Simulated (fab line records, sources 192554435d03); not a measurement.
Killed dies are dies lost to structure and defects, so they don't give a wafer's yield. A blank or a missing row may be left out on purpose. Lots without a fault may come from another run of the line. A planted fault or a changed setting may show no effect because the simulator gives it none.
Which tool did it? | flow n5_finfet | 11 lots, 33 wafers sampled, at 4 steps of a route of 1938

WHAT THE GAUGES READ, wafer by wafer
The record holds no reading of a measuring or inspecting step that can be judged against a usual standard deviation.

WHICH TOOL RAN EACH LOT (tool, then ch and the chambers of the sampled wafers, then the start)
lot  | N5_HKMG_FIN_STRIP_90              | N5_PASSIVATION_ETCH_15                        | N5_PASSIVATION_STRIP_34            | N5_PASSIVATION_PROBE_49
L739 | rie_diel-02 ch 0,1, day 4 11:53   | rie_diel-04 ch 0,2,3, day 11 03:58 or earlier | rie_diel-02 ch 0,1,2, day 11 03:58 | -
L740 | rie_diel-01 ch 0,1,2, day 4 15:43 | rie_diel-04 ch 0,2,3, day 12 03:38 or earlier | rie_diel-02 ch 0,3, day 12 03:38   | -
L741 | rie_diel-02 ch 0,1, day 4 20:42   | rie_diel-03 ch 0,2,3, day 12 09:18 or earlier | rie_diel-01 ch 0,2,3, day 12 09:18 | -
L742 | rie_diel-01 ch 0,1,2, day 5 01:35 | rie_diel-03 ch 2,3, day 12 02:10 or earlier   | rie_diel-06 ch 1,2, day 12 02:10   | -
L743 | rie_diel-02 ch 0,1,2, day 5 10:38 | rie_diel-05 ch 1,2,3, day 12 18:28 or earlier | rie_diel-06 ch 0,1,2, day 12 18:28 | -
L744 | rie_diel-01 ch 0,2,3, day 5 11:42 | rie_diel-04 ch 1,3, day 13 15:52 or earlier   | rie_diel-01 ch 0,2,3, day 13 15:52 | -
L745 | rie_diel-01 ch 0,1, day 5 22:38   | rie_diel-03 ch 0,2,3, day 13 19:08 or earlier | rie_diel-06 ch 1,2,3, day 13 19:08 | prober-01, day 13 23:27
L746 | rie_diel-02 ch 0,2, day 6 01:52   | rie_diel-04 ch 0,1, day 13 19:10 or earlier   | rie_diel-06 ch 1,2,3, day 13 19:10 | -
L751 | rie_diel-02 ch 0,1,2, day 7 12:57 | rie_diel-04 ch 0,1,3, day 15 06:37 or earlier | rie_diel-01 ch 0,2,3, day 15 06:37 | prober-01, day 15 10:49
L754 | rie_diel-02 ch 0,1, day 8 04:21   | rie_diel-03 ch 2,3, day 15 19:35 or earlier   | rie_diel-01 ch 0,1,2, day 15 19:35 | prober-02, day 16 00:10
L756 | rie_diel-01 ch 2,3, day 8 15:36   | rie_diel-04 ch 0,1, day 17 01:11 or earlier   | rie_diel-06 ch 0,1,3, day 17 01:11 | -
- N5_HKMG_FIN_STRIP_90: strips SOC in N2/H2, time 20 s.
- N5_PASSIVATION_ETCH_15: etches SiCN in CF4/N2, target depth 75 nm, time 81.2 s.
- N5_PASSIVATION_STRIP_34: strips in O2.
- N5_PASSIVATION_PROBE_49

WHAT THE TOOLS THEMSELVES READ (means of the sampled wafers that have a number; where no wafer has one, the mark that the record gives instead)
N5_HKMG_FIN_STRIP_90. Usual: drypump_motor_current_A 5.7 A, standard deviation 0.46; h2_flow_sccm 299.9 sccm, standard deviation 0.9; n2_flow_sccm 300.0 sccm, standard deviation 0.86; oes_product_au 0.82 a.u., standard deviation 0.075; rf_vpp_V 54.1 V, standard deviation 0.8; showerhead_plenum_p_Torr 3.36 Torr, standard deviation 0.11; throttle_valve_pct 18.80 %, standard deviation 0.29.
lot  | tool        | drypump_motor_current_A (A) | h2_flow_sccm (sccm) | n2_flow_sccm (sccm) | oes_product_au (a.u.) | rf_vpp_V (V) | showerhead_plenum_p_Torr (Torr) | throttle_valve_pct (%) | flag
L739 | rie_diel-02 | 5.7                         | 299.8               | 299.7               | 0.93                  | 54.4         | 3.44                            | 18.41                  |
L740 | rie_diel-01 | 5.9                         | 300.9               | 300.1               | 0.74                  | 54.7         | 3.29                            | 19.03                  |
L741 | rie_diel-02 | 5.7                         | 299.5               | 299.1               | 0.92                  | 54.4         | 3.43                            | 18.42                  |
L742 | rie_diel-01 | 5.9                         | 299.3               | 299.2               | 0.73                  | 54.3         | 3.29                            | 19.04                  |
L743 | rie_diel-02 | 5.7                         | 299.9               | 299.1               | 0.89                  | 53.7         | 3.48                            | 18.63                  |
L744 | rie_diel-01 | 6.1                         | 300.6               | 300.2               | 0.79                  | 53.9         | 3.26                            | 18.89                  |
L745 | rie_diel-01 | 5.8                         | 300.4               | 299.9               | 0.74                  | 54.0         | 3.25                            | 19.17                  |
L746 | rie_diel-02 | 5.9                         | 300.3               | 300.3               | 0.87                  | 54.1         | 3.49                            | 18.75                  |
L751 | rie_diel-02 | 5.7                         | 299.6               | 300.8               | 0.85                  | 54.3         | 3.47                            | 18.68                  |
L754 | rie_diel-02 | 5.7                         | 298.6               | 300.9               | 0.86                  | 54.5         | 3.43                            | 18.59                  |
L756 | rie_diel-01 | 5.9                         | 299.8               | 299.7               | 0.88                  | 54.6         | 3.28                            | 18.67                  |

N5_PASSIVATION_ETCH_15. Usual: drypump_motor_current_A 5.6 A, standard deviation 0.5; n2_flow_sccm 60.02 sccm, standard deviation 0.17; oes_product_au 0.82 a.u., standard deviation 0.096; rf_vpp_V 382.1 V, standard deviation 2.2; showerhead_plenum_p_Torr 2.20 Torr, standard deviation 0.085; throttle_valve_pct 15.25 %, standard deviation 0.27.
lot  | tool        | drypump_motor_current_A (A) | n2_flow_sccm (sccm) | oes_product_au (a.u.) | rf_vpp_V (V) | showerhead_plenum_p_Torr (Torr) | throttle_valve_pct (%) | flag
L739 | rie_diel-04 | 5.8                         | 59.97               | 0.71                  | 380.9        | 2.13                            | 15.57                  |
L740 | rie_diel-04 | 5.8                         | 60.04               | 0.72                  | 380.7        | 2.13                            | 15.58                  |
L741 | rie_diel-03 | 5.9                         | 59.98               | 0.86                  | 382.3        | 2.19                            | 15.30                  |
L742 | rie_diel-03 | 6.2                         | 59.96               | 0.80                  | 383.1        | 2.23                            | 15.36                  |
L743 | rie_diel-05 | 5.5                         | 60.08               | 0.94                  | 383.4        | 2.25                            | 14.88                  |
L744 | rie_diel-04 | 5.7                         | 59.98               | 0.72                  | 380.3        | 2.11                            | 15.52                  |
L745 | rie_diel-03 | 5.9                         | 60.09               | 0.85                  | 382.0        | 2.19                            | 15.33                  |
L746 | rie_diel-04 | 5.1                         | 60.13               | 0.68                  | 379.6        | 2.09                            | 15.48                  |
L751 | rie_diel-04 | 5.4                         | 60.03               | 0.81                  | 381.6        | 2.18                            | 15.35                  |
L754 | rie_diel-03 | 5.8                         | 60.01               | 0.82                  | 382.0        | 2.18                            | 15.39                  |
L756 | rie_diel-04 | 5.1                         | 60.02               | 0.85                  | 383.4        | 2.26                            | 15.17                  |

N5_PASSIVATION_STRIP_34. Usual: drypump_motor_current_A 5.7 A, standard deviation 0.53; oes_product_au 0.82 a.u., standard deviation 0.06; rf_vpp_V 3.7 V, standard deviation 1.6; showerhead_plenum_p_Torr 2.12 Torr, standard deviation 0.092; throttle_valve_pct 16.64 %, standard deviation 0.15.
lot  | tool        | drypump_motor_current_A (A) | oes_product_au (a.u.) | rf_vpp_V (V) | showerhead_plenum_p_Torr (Torr) | throttle_valve_pct (%) | flag
L739 | rie_diel-02 | 5.7                         | 0.80                  | 4.6          | 2.15                            | 16.48                  |
L740 | rie_diel-02 | 5.4                         | 0.79                  | 3.2          | 2.08                            | 16.50                  |
L741 | rie_diel-01 | 6.0                         | 0.88                  | 3.1          | 2.10                            | 16.54                  |
L742 | rie_diel-06 | 5.9                         | 0.82                  | 5.3          | 2.15                            | 16.75                  |
L743 | rie_diel-06 | 5.8                         | 0.81                  | 4.0          | 2.15                            | 16.79                  |
L744 | rie_diel-01 | 6.1                         | 0.85                  | 2.4          | 2.10                            | 16.55                  |
L745 | rie_diel-06 | 5.7                         | 0.81                  | 4.6          | 2.13                            | 16.72                  |
L746 | rie_diel-06 | 5.8                         | 0.80                  | 4.1          | 2.13                            | 16.72                  |
L751 | rie_diel-01 | 6.1                         | 0.82                  | 3.5          | 2.09                            | 16.58                  |
L754 | rie_diel-01 | 5.9                         | 0.87                  | 2.6          | 2.10                            | 16.52                  |
L756 | rie_diel-06 | 5.7                         | 0.76                  | 4.6          | 2.13                            | 16.77                  |

N5_PASSIVATION_PROBE_49. Usual: defect_limited_yield 91.5 %, standard deviation 1.6; killed_at_M0_to_M3 33, standard deviation 10; killed_at_M4_up 13, standard deviation 5.6; killed_at_contacts 13, standard deviation 6; killed_at_front_end 39, standard deviation 12; killed_at_other 3.0, standard deviation 2.8; killed_dies 101, standard deviation 19; killed_on_rim 13, standard deviation 4; killed_open 65, standard deviation 13; killed_short 32, standard deviation 8.3; sort_bin_4_leakage 0.00 %, standard deviation 0.0072; sort_bin_5_function 5.0 %, standard deviation 1; sort_bin_6_memory 3.1 %, standard deviation 0.69; sort_n_pass 1079, standard deviation 19; sort_yield_pct 91.5 %, standard deviation 1.6.
lot  | tool      | defect_limited_yield (%) | killed_at_M0_to_M3 | killed_at_M4_up | killed_at_contacts | killed_at_front_end | killed_at_other | killed_dies | killed_on_rim | killed_open | killed_short | sort_bin_4_leakage (%) | sort_bin_5_function (%) | sort_bin_6_memory (%) | sort_n_pass | sort_yield_pct (%) | flag
L745 | prober-01 | 91.5                     | 22                 | 11              | 9                  | 55                  | 3.0             | 100         | 11            | 55          | 42           | 0.00                   | 4.8                     | 3.1                   | 1080        | 91.5               |
L751 | prober-01 | 90.1                     | 36                 | 10              | 11                 | 59                  | 0.3             | 117         | 17            | 59          | 35           | 0.00                   | 6.0                     | 2.9                   | 1063        | 90.1               |
L754 | prober-02 | 89.9                     | 34                 | 9               | 12                 | 58                  | 5.7             | 119         | 14            | 62          | 34           | 0.00                   | 5.5                     | 3.5                   | 1061        | 89.9               |

THE ANSWER, worked out from the rows above alone
Rule: a lot is off if the mean of its wafers that have a number lies more than 3 standard deviations from the usual mean. A lot without any number at a reading at which 4 lots or more have one is off too. The other lots that the step has rows for count as sound. The gauges are gone through in route order, then the tools' own readings, and for those a lot's mean is taken as printed above. The first step at which some lot is off is used, and at that step the reading that is off furthest; a lot without a number counts as furthest.
No lot is off at any reading shown: from this, nothing can be told.

WHAT THE SIMULATOR HAD PUT IN
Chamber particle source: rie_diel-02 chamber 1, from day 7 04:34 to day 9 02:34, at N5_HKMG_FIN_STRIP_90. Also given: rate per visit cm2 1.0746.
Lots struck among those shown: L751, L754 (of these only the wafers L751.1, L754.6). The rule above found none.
